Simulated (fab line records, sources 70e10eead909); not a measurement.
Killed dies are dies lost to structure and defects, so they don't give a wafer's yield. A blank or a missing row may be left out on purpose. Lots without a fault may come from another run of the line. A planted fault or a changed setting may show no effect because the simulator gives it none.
Which tool did it? | flow nand_harc | 24 lots, 72 wafers sampled, at 5 steps of a route of 1302

WHAT THE GAUGES READ, wafer by wafer
NHARC_A_ONON_D1_THK_MEAS_21: measures by ellipsometry. Usual: thk_nm 999 nm, standard deviation 11.
lot  | measured     | on            | thk_nm (nm)    | flag
L075 | day 8 15:31  | film_metro-01 | 988 989 990    |
L074 | day 8 15:31  | film_metro-01 | 1012 1011 1013 |
L076 | day 9 09:05  | film_metro-01 | 999 998 997    |
L077 | day 9 20:40  | film_metro-01 | 986 986 986    |
L078 | day 9 20:40  | film_metro-02 | 988 989 989    |
L079 | day 10 14:51 | film_metro-02 | 980 980 978    |
L081 | day 11 00:50 | film_metro-02 | 994 994 995    |
L080 | day 11 00:51 | film_metro-01 | 988 988 987    |
L082 | day 11 15:28 | film_metro-02 | 1017 1015 1014 |
L083 | day 12 04:43 | film_metro-02 | 1001 1002 1002 |
L084 | day 12 19:08 | film_metro-01 | 1002 1001 1003 |
L085 | day 13 00:49 | film_metro-01 | 1015 1013 1014 |
L086 | day 13 00:49 | film_metro-02 | 1000 1000 1000 |
L087 | day 14 02:58 | film_metro-02 | 1000 1001 999  |
L088 | day 14 03:10 | film_metro-01 | 1007 1008 1007 |
L089 | day 14 07:48 | film_metro-01 | 1016 1017 1019 |
L090 | day 15 03:39 | film_metro-02 | 975 976 973    |
L091 | day 15 07:30 | film_metro-01 | 998 1000 999   |
L093 | day 16 08:25 | film_metro-02 | 1002 1003 1001 |
L092 | day 16 08:32 | film_metro-01 | 1011 1013 1013 |
L094 | day 16 08:46 | film_metro-02 | 991 988 991    |
L096 | day 17 06:23 | film_metro-02 | 1006 1005 1004 |
L095 | day 17 06:24 | film_metro-01 | 1011 1013 1010 |
L097 | day 17 12:49 | film_metro-02 | 994 994 992    |

NHARC_A_ONON_D2_THK_MEAS_14: measures by ellipsometry. Usual: thk_nm 999 nm, standard deviation 9.5.
lot  | measured     | on            | thk_nm (nm)    | flag
L075 | day 12 20:51 | film_metro-01 | 1000 1001 999  |
L074 | day 12 20:49 | film_metro-02 | 1013 1011 1010 |
L076 | day 13 20:04 | film_metro-01 | 1010 1011 1008 |
L077 | day 14 02:40 | film_metro-02 | 984 983 985    |
L078 | day 14 02:49 | film_metro-01 | 998 1000 1000  |
L079 | day 15 02:08 | film_metro-01 | 1004 1004 1004 |
L081 | day 15 02:17 | film_metro-02 | 1006 1003 1004 |
L080 | day 15 02:27 | film_metro-02 | 984 986 985    |
L082 | day 15 17:39 | film_metro-01 | 997 994 998    |
L083 | day 16 08:29 | film_metro-02 | 993 992 991    |
L084 | day 17 02:16 | film_metro-01 | 1017 1017 1019 |
L085 | day 17 02:15 | film_metro-01 | 990 989 989    |
L086 | day 17 10:34 | film_metro-01 | 995 995 994    |
L087 | day 18 13:26 | film_metro-01 | 1009 1008 1008 |
L088 | day 18 13:17 | film_metro-02 | 985 985 988    |
L089 | day 18 13:39 | film_metro-01 | 994 992 994    |
L090 | day 19 06:09 | film_metro-01 | 997 997 994    |
L091 | day 19 11:46 | film_metro-01 | 1013 1014 1014 |
L093 | day 20 09:56 | film_metro-01 | 1002 1001 999  |
L092 | day 20 15:34 | film_metro-01 | 1005 1004 1003 |
L094 | day 21 00:08 | film_metro-01 | 1009 1007 1006 |
L096 | day 21 10:07 | film_metro-02 | 997 997 997    |
L095 | day 21 20:35 | film_metro-02 | 995 994 993    |
L097 | day 21 21:53 | film_metro-02 | 984 982 983    |

WHICH TOOL RAN EACH LOT (tool, then ch and the chambers of the sampled wafers, then the start)
lot  | NHARC_A_CHANNEL_HOLE_D1_ETCH_19  | NHARC_A_CHANNEL_FILL_D1_ALD_14   | NHARC_A_DECK1_JOINT_ETCHBACK_00
L075 | har_etch-02 ch 0,1, day 9 00:03  | ald_hk-04 ch 0,1,2, day 9 13:14  | rie_si-05 ch 1,2,3, day 11 20:43
L074 | har_etch-01 ch 0,1, day 9 00:06  | ald_hk-04 ch 0,2, day 9 13:36    | rie_si-04 ch 0,1,2, day 11 20:38
L076 | har_etch-01 ch 0,1, day 9 18:48  | ald_hk-01 ch 0,2,3, day 10 10:25 | rie_si-04 ch 1,2,3, day 12 14:34
L077 | har_etch-02 ch 0,1, day 10 03:10 | ald_hk-04 ch 0,2,3, day 10 17:32 | rie_si-03 ch 0,2, day 12 21:46
L078 | har_etch-01 ch 0,1, day 10 03:01 | ald_hk-03 ch 0,1,2, day 10 17:38 | rie_si-05 ch 0,1,2, day 12 21:37
L079 | har_etch-01 ch 0,1, day 10 23:19 | ald_hk-04 ch 2,3, day 11 12:16   | rie_si-03 ch 1,2,3, day 13 18:35
L081 | har_etch-01 ch 0,1, day 11 07:09 | ald_hk-03 ch 1,3, day 11 20:16   | rie_si-03 ch 0,2, day 13 23:46
L080 | har_etch-02 ch 0,1, day 11 07:21 | ald_hk-03 ch 0,1,3, day 11 20:07 | rie_si-04 ch 0,1,2, day 13 23:44
L082 | har_etch-01 ch 0,1, day 11 21:48 | ald_hk-01 ch 0,2,3, day 12 10:43 | rie_si-05 ch 0,1,3, day 14 15:41
L083 | har_etch-01 ch 0,1, day 12 11:09 | ald_hk-04 ch 0,3, day 13 00:05   | rie_si-04 ch 0,2,3, day 15 04:13
L084 | har_etch-01 ch 0,1, day 13 04:05 | ald_hk-04 ch 1,2,3, day 13 17:00 | rie_si-03 ch 0,2,3, day 15 22:32
L085 | har_etch-01 ch 0,1, day 13 08:13 | ald_hk-04 ch 1,2, day 13 21:19   | rie_si-03 ch 2,3, day 16 02:52
L086 | har_etch-02 ch 1, day 13 09:47   | ald_hk-04 ch 0,2,3, day 14 03:50 | rie_si-04 ch 1,2, day 16 09:46
L087 | har_etch-02 ch 0,1, day 14 11:14 | ald_hk-03 ch 1,2,3, day 15 00:05 | rie_si-05 ch 0,1,3, day 17 08:14
L088 | har_etch-02 ch 0,1, day 14 15:24 | ald_hk-03 ch 0,2,3, day 15 04:59 | rie_si-05 ch 0,1,3, day 17 13:32
L089 | har_etch-02 ch 0,1, day 14 19:35 | ald_hk-03 ch 0,2,3, day 15 09:55 | rie_si-04 ch 0,1,3, day 17 13:34
L090 | har_etch-01 ch 0,1, day 15 09:58 | ald_hk-01 ch 0,1,3, day 15 22:53 | rie_si-04 ch 0,1,2, day 18 03:44
L091 | har_etch-02 ch 0,1, day 15 13:46 | ald_hk-04 ch 0,2,3, day 16 02:50 | rie_si-03 ch 2,3, day 18 08:46
L093 | har_etch-01 ch 0,1, day 16 16:35 | ald_hk-03 ch 0,2, day 17 05:38   | rie_si-04 ch 0,1,2, day 19 10:02
L092 | har_etch-01 ch 0,1, day 16 20:48 | ald_hk-04 ch 0,2, day 17 09:44   | rie_si-05 ch 0,3, day 19 16:17
L094 | har_etch-01 ch 0,1, day 17 00:56 | ald_hk-04 ch 0,2,3, day 17 17:41 | rie_si-03 ch 0,2,3, day 19 22:13
L096 | har_etch-01 ch 0,1, day 17 15:24 | ald_hk-01 ch 0,2,3, day 18 03:35 | rie_si-04 ch 1,2,3, day 20 07:02
L095 | har_etch-02 ch 0,1, day 17 14:42 | ald_hk-03 ch 0,2, day 18 03:37   | rie_si-04 ch 1,2,3, day 20 10:44
L097 | har_etch-02 ch 0,1, day 18 02:48 | ald_hk-01 ch 0,1,2, day 18 15:47 | rie_si-04 ch 2,3, day 20 19:26
- NHARC_A_CHANNEL_HOLE_D1_ETCH_19: etches the open film in C4F8/O2/Ar, time 34.5 s.
- NHARC_A_CHANNEL_FILL_D1_ALD_14: deposits SiO2, target thk 2.5 nm, pulse time 10 s, ald cycles 25.
- NHARC_A_DECK1_JOINT_ETCHBACK_00: etches the open film in HBr, target depth 30 nm, time 17.4 s.

WHAT THE TOOLS THEMSELVES READ (means of the sampled wafers that have a number; where no wafer has one, the mark that the record gives instead)
NHARC_A_CHANNEL_HOLE_D1_ETCH_19. Usual: drypump_motor_current_A 5.9 A, standard deviation 0.42; oes_air_line_au 1.002 a.u., standard deviation 0.019; showerhead_plenum_p_Torr 3.70 Torr, standard deviation 0.11; throttle_valve_pct 37.038 %, standard deviation 0.0095.
lot  | tool        | drypump_motor_current_A (A) | oes_air_line_au (a.u.) | showerhead_plenum_p_Torr (Torr) | throttle_valve_pct (%) | flag
L075 | har_etch-02 | 5.8                         | 0.985                  | 3.67                            | 37.038                 |
L074 | har_etch-01 | 5.9                         | 0.994                  | 3.77                            | 37.043                 |
L076 | har_etch-01 | 5.9                         | 1.021                  | 3.77                            | 37.044                 |
L077 | har_etch-02 | 5.7                         | 0.995                  | 3.66                            | 37.040                 |
L078 | har_etch-01 | 5.9                         | 0.977                  | 3.77                            | 37.036                 |
L079 | har_etch-01 | 5.9                         | 1.001                  | 3.76                            | 37.037                 |
L081 | har_etch-01 | 5.9                         | 1.004                  | 3.75                            | 37.031                 |
L080 | har_etch-02 | 6.2                         | 1.000                  | 3.57                            | 37.034                 |
L082 | har_etch-01 | 6.0                         | 1.013                  | 3.75                            | 37.040                 |
L083 | har_etch-01 | 5.9                         | 0.997                  | 3.75                            | 37.026                 |
L084 | har_etch-01 | 5.9                         | 0.985                  | 3.74                            | 37.043                 |
L085 | har_etch-01 | 5.9                         | 0.979                  | 3.74                            | 37.038                 |
L086 | har_etch-02 | 5.3                         | 0.998                  | 3.72                            | 37.046                 |
L087 | har_etch-02 | 5.8                         | 1.007                  | 3.63                            | 37.041                 |
L088 | har_etch-02 | 6.2                         | 1.001                  | 3.54                            | 37.036                 |
L089 | har_etch-02 | 5.8                         | 1.004                  | 3.63                            | 37.047                 |
L090 | har_etch-01 | 6.0                         | 0.992                  | 3.72                            | 37.028                 |
L091 | har_etch-02 | 5.7                         | 1.015                  | 3.62                            | 37.037                 |
L093 | har_etch-01 | 5.9                         | 0.997                  | 3.71                            | 37.034                 |
L092 | har_etch-01 | 5.9                         | 1.011                  | 3.71                            | 37.039                 |
L094 | har_etch-01 | 5.9                         | 0.991                  | 3.71                            | 37.042                 |
L096 | har_etch-01 | 5.9                         | 1.011                  | 3.70                            | 37.046                 |
L095 | har_etch-02 | 5.7                         | 0.992                  | 3.79                            | 37.037                 |
L097 | har_etch-02 | 5.7                         | 1.017                  | 3.78                            | 37.031                 |

NHARC_A_CHANNEL_FILL_D1_ALD_14. Usual: heater_power_w 471 W, standard deviation 51; precursor_pulse_height_rel 1.000, standard deviation 0.018.
lot  | tool      | heater_power_w (W) | precursor_pulse_height_rel | flag
L075 | ald_hk-04 | 423                | 0.992                      |
L074 | ald_hk-04 | 450                | 1.005                      |
L076 | ald_hk-01 | 489                | 0.991                      |
L077 | ald_hk-04 | 432                | 0.999                      |
L078 | ald_hk-03 | 488                | 1.009                      |
L079 | ald_hk-04 | 439                | 1.017                      |
L081 | ald_hk-03 | 530                | 1.013                      |
L080 | ald_hk-03 | 494                | 0.992                      |
L082 | ald_hk-01 | 483                | 1.005                      |
L083 | ald_hk-04 | 420                | 1.000                      |
L084 | ald_hk-04 | 446                | 1.004                      |
L085 | ald_hk-04 | 443                | 1.002                      |
L086 | ald_hk-04 | 445                | 0.975                      |
L087 | ald_hk-03 | 532                | 1.006                      |
L088 | ald_hk-03 | 513                | 0.996                      |
L089 | ald_hk-03 | 516                | 0.995                      |
L090 | ald_hk-01 | 496                | 0.987                      |
L091 | ald_hk-04 | 443                | 0.983                      |
L093 | ald_hk-03 | 510                | 1.006                      |
L092 | ald_hk-04 | 450                | 1.003                      |
L094 | ald_hk-04 | 450                | 0.999                      |
L096 | ald_hk-01 | 494                | 0.993                      |
L095 | ald_hk-03 | 531                | 1.008                      |
L097 | ald_hk-01 | 476                | 0.993                      |

NHARC_A_DECK1_JOINT_ETCHBACK_00. Usual: drypump_motor_current_A 5.6 A, standard deviation 0.38; oes_product_au 1.001 a.u., standard deviation 0.012; throttle_valve_pct 23.265 %, standard deviation 0.0093.
lot  | tool      | drypump_motor_current_A (A) | oes_product_au (a.u.) | throttle_valve_pct (%) | flag
L075 | rie_si-05 | 5.6                         | 0.993                 | 23.269                 |
L074 | rie_si-04 | 5.7                         | 0.989                 | 23.272                 |
L076 | rie_si-04 | 5.4                         | 0.997                 | 23.267                 |
L077 | rie_si-03 | 5.8                         | 0.983                 | 23.268                 |
L078 | rie_si-05 | 5.7                         | 1.019                 | 23.255                 |
L079 | rie_si-03 | 5.4                         | 0.992                 | 23.264                 |
L081 | rie_si-03 | 5.9                         | 0.991                 | 23.261                 |
L080 | rie_si-04 | 5.7                         | 0.993                 | 23.256                 |
L082 | rie_si-05 | 5.5                         | 1.013                 | 23.261                 |
L083 | rie_si-04 | 5.7                         | 1.001                 | 23.268                 |
L084 | rie_si-03 | 5.6                         | 0.989                 | 23.271                 |
L085 | rie_si-03 | 5.3                         | 0.985                 | 23.263                 |
L086 | rie_si-04 | 5.4                         | 1.006                 | 23.276                 |
L087 | rie_si-05 | 5.5                         | 1.012                 | 23.260                 |
L088 | rie_si-05 | 5.5                         | 1.000                 | 23.275                 |
L089 | rie_si-04 | 5.8                         | 1.009                 | 23.275                 |
L090 | rie_si-04 | 5.7                         | 1.006                 | 23.280                 |
L091 | rie_si-03 | 5.7                         | 0.995                 | 23.267                 |
L093 | rie_si-04 | 5.7                         | 1.001                 | 23.260                 |
L092 | rie_si-05 | 5.5                         | 1.004                 | 23.265                 |
L094 | rie_si-03 | 5.6                         | 1.015                 | 23.258                 |
L096 | rie_si-04 | 5.4                         | 1.003                 | 23.265                 |
L095 | rie_si-04 | 5.4                         | 1.002                 | 23.267                 |
L097 | rie_si-04 | 5.5                         | 1.003                 | 23.261                 |

THE ANSWER, worked out from the rows above alone
Rule: a lot is off if the mean of its wafers that have a number lies more than 3 standard deviations from the usual mean. A lot without any number at a reading at which 4 lots or more have one is off too. The other lots that the step has rows for count as sound. The gauges are gone through in route order, then the tools' own readings, and for those a lot's mean is taken as printed above. The first step at which some lot is off is used, and at that step the reading that is off furthest; a lot without a number counts as furthest.
No lot is off at any reading shown: from this, nothing can be told.

WHAT THE SIMULATOR HAD PUT IN
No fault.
